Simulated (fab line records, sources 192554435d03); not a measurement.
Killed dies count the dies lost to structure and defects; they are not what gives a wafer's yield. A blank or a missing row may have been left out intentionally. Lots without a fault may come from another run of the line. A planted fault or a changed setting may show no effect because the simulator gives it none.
Matching of chambers	flow n5-finfet	N5_BEOL_M7_ILD_DEP_00 on pecvd-02: 3 sister chambers
The step deposits SiCOH lowk from DEMS/porogen, target thk 179.75 nm, time 33.4 s. 6 wafers are shown with their chamber, then 10 later ones without.

## WAFERS WITH THEIR CHAMBER
wafer	chamber	throttle-valve-pct (%)	showerhead-plenum-p-Torr (Torr)
L075.6	1	13.5	5.744
L084.2	0	14.7	5.747
L088.4	1	13.7	5.731
L088.5	2	13.2	5.718
L089.2	0	14.9	5.738
L089.4	2	13.4	5.710

## WAFERS MISSING THEIR CHAMBER
wafer	throttle-valve-pct (%)	showerhead-plenum-p-Torr (Torr)
L089.6	13.5	5.734
L093.2	13.2	5.709
L093.3	13.6	5.730
L093.5	13.6	5.738
L096.2	13.5	5.717
L096.3	14.8	5.735
L096.5	13.4	5.704
L094.1	13.4	5.695
L094.4	13.5	5.733
L094.5	13.4	5.695

## THE CHAMBER EACH PASSED THROUGH
wafer	from the rows above	in truth
L089.6	1	1
L093.2	2	2
L093.3	1	1
L093.5	1	1
L096.2	can't be placed: 2 or 1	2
L096.3	0	0
L096.5	2	2
L094.1	2	2
L094.4	1	1
L094.5	2	2
Correct placement for 9 of the 10. These rows do not allow placing 1 (true chamber among the candidates in 1). Placed wrongly: 0.
How it was worked out, from the rows above alone: a wafer's distance from a chamber is the root of the sum, over the readings, of the square of ((its reading less the chamber's mean) divided by the reading's scatter). The wafer belongs to the nearest chamber; if the next one is less than 2 further off, it can't be placed. A chamber's mean is the mean of its shown wafers. How the scatter is found: for the shown wafers, subtract from each reading the mean of its chamber, square and add these, divide the total by (wafers less chambers), then take the root.
